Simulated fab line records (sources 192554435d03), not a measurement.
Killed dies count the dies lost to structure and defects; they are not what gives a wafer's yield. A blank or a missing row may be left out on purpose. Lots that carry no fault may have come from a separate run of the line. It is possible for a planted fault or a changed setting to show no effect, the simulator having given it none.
Chamber matching	flow n5_finfet	N5_FIN_SAQP_SPACER1_ALD_24 on ald_sin-02 has 4 sister chambers
The step deposits SiO2, target thk 20.3 nm, pulse time 1 s, purge time 2 s. 8 wafers are shown with their chamber, then 8 later ones without.

WAFERS, EACH WITH ITS CHAMBER
wafer	chamber	heater_power_w (W)	chamber_pressure_Torr (Torr)
L080.5	1	406	2.002
L082.1	2	447	2.004
L082.2	0	422	2.001
L082.4	3	439	2.000
L083.1	1	404	2.008
L083.3	0	428	1.999
L083.5	3	441	2.000
L084.3	2	442	1.997

WAFERS WHOSE CHAMBER IS MISSING
wafer	heater_power_w (W)	chamber_pressure_Torr (Torr)
L084.4	425	2.005
L084.6	406	1.998
L087.3	408	1.991
L087.4	418	1.997
L087.5	428	2.002
L096.1	431	1.993
L096.4	413	1.997
L096.5	428	1.999

CHAMBER TAKEN BY EACH
wafer	from the rows above	in truth
L084.4	0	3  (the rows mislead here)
L084.6	1	1
L087.3	1	1
L087.4	0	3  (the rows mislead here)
L087.5	0	0
L096.1	can't be placed: 0 or 3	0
L096.4	can't be placed: 1 or 0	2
L096.5	0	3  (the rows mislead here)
Placed correctly: 3 of 8. Unplaceable from these rows: 2, with the true chamber sitting among the candidates in 1. Number placed wrongly: 3.
How it was worked out, from the rows above alone: a wafer's distance from a chamber is the root of the sum, over the readings, of the square of ((its reading less the chamber's mean) divided by the reading's scatter). If the next closest chamber is less than 2 further off than the closest, the wafer can't be placed; otherwise it belongs to the closest. Each chamber's mean is taken over the wafers shown for it. The scatter: the root of (the sum of the squares of (reading less its chamber's mean) over the shown wafers, divided by (wafers less chambers)).
